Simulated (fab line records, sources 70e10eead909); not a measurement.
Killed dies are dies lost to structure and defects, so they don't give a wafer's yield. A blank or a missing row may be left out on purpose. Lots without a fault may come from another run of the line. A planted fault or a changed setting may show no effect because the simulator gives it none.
Which tool did it? | flow nand_harc | 11 lots, 33 wafers sampled, at 5 steps of a route of 1302

WHAT THE GAUGES READ, wafer by wafer
NHARC_END_SORT_01.
lot  | measured     | on        | killed_at_array
L591 | day 24 15:41 | prober-02 | 93 78 93
L593 | day 26 12:32 | prober-01 | 60 59 84
L606 | day 30 16:15 | prober-01 | 41

WHICH TOOL RAN EACH LOT (tool, then ch and the chambers of the sampled wafers, then the start)
lot  | NHARC_P_GATE_ETCH_114                         | NHARC_P_GATE_ETCH_32             | NHARC_P_GATE_STRIP_108             | NHARC_P_GATE_ETCHBACK_37
L589 | rie_diel-01 ch 0,1,3, day 5 00:44 or earlier  | rie_si-01 ch 0,2,3, day 5 00:44  | rie_diel-04 ch 0,1, day 5 00:51    | rie_diel-11 ch 0,1,3, day 5 11:06
L591 | rie_diel-04 ch 1,2, day 6 01:56 or earlier    | rie_si-04 ch 1,3, day 6 01:56    | rie_diel-01 ch 1,2,3, day 6 02:06  | rie_diel-11 ch 0,3, day 6 12:17
L593 | rie_diel-11 ch 0,2, day 6 15:23 or earlier    | rie_si-01 ch 2,3, day 6 15:23    | rie_diel-11 ch 0,1,2, day 6 15:32  | rie_diel-11 ch 0,2,3, day 7 01:37
L601 | rie_diel-11 ch 0,2,3, day 10 00:40 or earlier | rie_si-03 ch 0,2,3, day 10 00:40 | rie_diel-04 ch 0,1,2, day 10 00:49 | rie_diel-11 ch 0,1, day 10 11:05
L602 | rie_diel-11 ch 0,1,2, day 10 23:09 or earlier | rie_si-01 ch 0,1,2, day 10 23:09 | rie_diel-04 ch 0,2,3, day 10 23:19 | rie_diel-01 ch 0,1,2, day 11 09:28
L605 | rie_diel-04 ch 0,1,3, day 11 20:43 or earlier | rie_si-04 ch 2,3, day 11 20:43   | rie_diel-04 ch 0,1, day 11 20:53   | rie_diel-11 ch 1,2, day 12 07:02
L606 | rie_diel-04 ch 2,3, day 12 04:18 or earlier   | rie_si-01 ch 0,1,2, day 12 04:18 | rie_diel-04 ch 0,2,3, day 12 04:27 | rie_diel-01 ch 0,1, day 12 14:43
L607 | rie_diel-04 ch 1,3, day 12 12:12 or earlier   | rie_si-01 ch 0,1,3, day 12 12:12 | rie_diel-11 ch 1,2, day 12 12:21   | rie_diel-11 ch 0,1,2, day 12 22:34
L609 | rie_diel-01 ch 0,1,3, day 13 09:30 or earlier | rie_si-04 ch 0,1,2, day 13 09:30 | rie_diel-04 ch 0,2,3, day 13 09:40 | rie_diel-04 ch 0,1,2, day 13 19:43
L611 | rie_diel-04 ch 0,1,2, day 14 06:35 or earlier | rie_si-01 ch 0,2,3, day 14 06:35 | rie_diel-11 ch 1,2,3, day 14 06:47 | rie_diel-11 ch 0,1, day 14 16:55
L612 | rie_diel-04 ch 1,2, day 14 15:49 or earlier   | rie_si-01 ch 0,3, day 14 15:49   | rie_diel-04 ch 1,3, day 14 15:59   | rie_diel-11 ch 0,2, day 15 02:23
- NHARC_P_GATE_ETCH_114: etches the open film in CF4/O2, target depth 30 nm, overetch 3 nm, time 16.5 s.
- NHARC_P_GATE_ETCH_32: etches the open film in HBr/Cl2, target depth 150 nm, time 100.1 s.
- NHARC_P_GATE_STRIP_108: strips in O2.
- NHARC_P_GATE_ETCHBACK_37: etches the open film in CHF3/O2, target depth 34.5 nm, time 17.2 s.

THE ANSWER, worked out from the rows above alone
Rule: what is usual is taken from the lots themselves. Put in order of their means at a reading, lots are off if they are a third of the lots or fewer, leave a main group of 4 or more, and stand apart from it by a gap of 3 or more times the standard deviation of the main group's means; of several such gaps the widest counts. A main group whose means are all the same, to the digits that the tables above print for the reading, isn't used. A lot without any number at a reading at which 4 lots or more have one is off too. The other lots that the step has rows for count as sound.
No lot is off at any reading shown: from this, nothing can be told.

WHAT THE SIMULATOR HAD PUT IN
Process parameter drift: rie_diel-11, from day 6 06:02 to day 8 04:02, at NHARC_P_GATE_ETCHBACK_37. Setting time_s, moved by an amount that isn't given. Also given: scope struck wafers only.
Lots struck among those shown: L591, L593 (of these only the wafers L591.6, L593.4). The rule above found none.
